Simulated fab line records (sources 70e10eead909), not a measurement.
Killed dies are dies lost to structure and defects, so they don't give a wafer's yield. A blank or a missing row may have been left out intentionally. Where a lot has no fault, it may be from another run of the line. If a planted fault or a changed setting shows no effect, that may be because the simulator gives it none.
Which tool is to blame? ; flow nand-harc ; 6 lots, 18 wafers sampled, at 5 steps of a route of 1302

WHAT EACH GAUGE READ, for each wafer
NHARC_END_SORT_01.
lot;measured;on;defect-limited-yield (%)
L453;day 30 20:44;prober-02;0 0 0
L454;day 30 20:38;prober-01;0 0 0

WHICH TOOL RAN EACH LOT (tool, then ch and the chambers of the sampled wafers, then the start)
lot;NHARC_THIN_TSV_STRIP_45;NHARC_THIN_TSV_ECD_20;NHARC_THIN_TSV_ANNEAL_52;NHARC_THIN_TSV_DEGAS_53
L441;plasma-asher-02 ch 0,1, day 25 00:35;ecd-cu-02 ch 0,1, day 25 02:53;rtp-anneal-01 ch 0, day 25 03:31;pvd-sputter-02, day 25 04:12
L443;plasma-asher-02 ch 0, day 26 18:47;ecd-cu-02 ch 0,1, day 26 20:57;rtp-anneal-02 ch 0, day 26 21:41;pvd-sputter-01, day 26 22:47
L450;plasma-asher-02 ch 0,1, day 27 23:52;ecd-cu-02 ch 0,1, day 28 02:19;rtp-anneal-02 ch 0, day 28 03:02;pvd-sputter-01, day 28 03:50
L453;plasma-asher-02 ch 0,1, day 30 06:42;ecd-cu-01 ch 0,1, day 30 08:59;rtp-anneal-02 ch 0, day 30 09:42;pvd-sputter-02, day 30 10:32
L454;plasma-asher-02 ch 0,1, day 30 08:56;ecd-cu-01 ch 0,1, day 30 11:08;rtp-anneal-01 ch 0, day 30 11:52;pvd-sputter-02, day 30 12:41
L461;plasma-asher-01 ch 0,1, day 33 00:08;ecd-cu-02 ch 0,1, day 33 02:17;rtp-anneal-02 ch 0, day 33 03:01;pvd-sputter-03, day 33 03:50
- NHARC_THIN_TSV_STRIP_45: strips in O2.
- NHARC_THIN_TSV_ECD_20: material Cu, target thk 2000 nm.
- NHARC_THIN_TSV_ANNEAL_52: time 90 s.
- NHARC_THIN_TSV_DEGAS_53: time 60 s.

THE ANSWER, worked out from the rows above alone
Rule: the lots themselves supply what counts as usual. Put in order of their means at a reading, lots are off if they are a third of the lots or fewer, leave a main group of 4 or more, and stand apart from it by a gap of 3 or more times the standard deviation of the main group's means; of several such gaps the widest counts. A main group is skipped when, at the precision printed for the reading in the tables above, its means are all equal. Also off: a lot with no number at a reading for which 4 or more lots have one. All remaining lots with rows at the step are treated as sound.
Nothing can be told from this: no lot is off at any reading shown.

WHAT HAD BEEN PUT IN BY THE SIMULATOR
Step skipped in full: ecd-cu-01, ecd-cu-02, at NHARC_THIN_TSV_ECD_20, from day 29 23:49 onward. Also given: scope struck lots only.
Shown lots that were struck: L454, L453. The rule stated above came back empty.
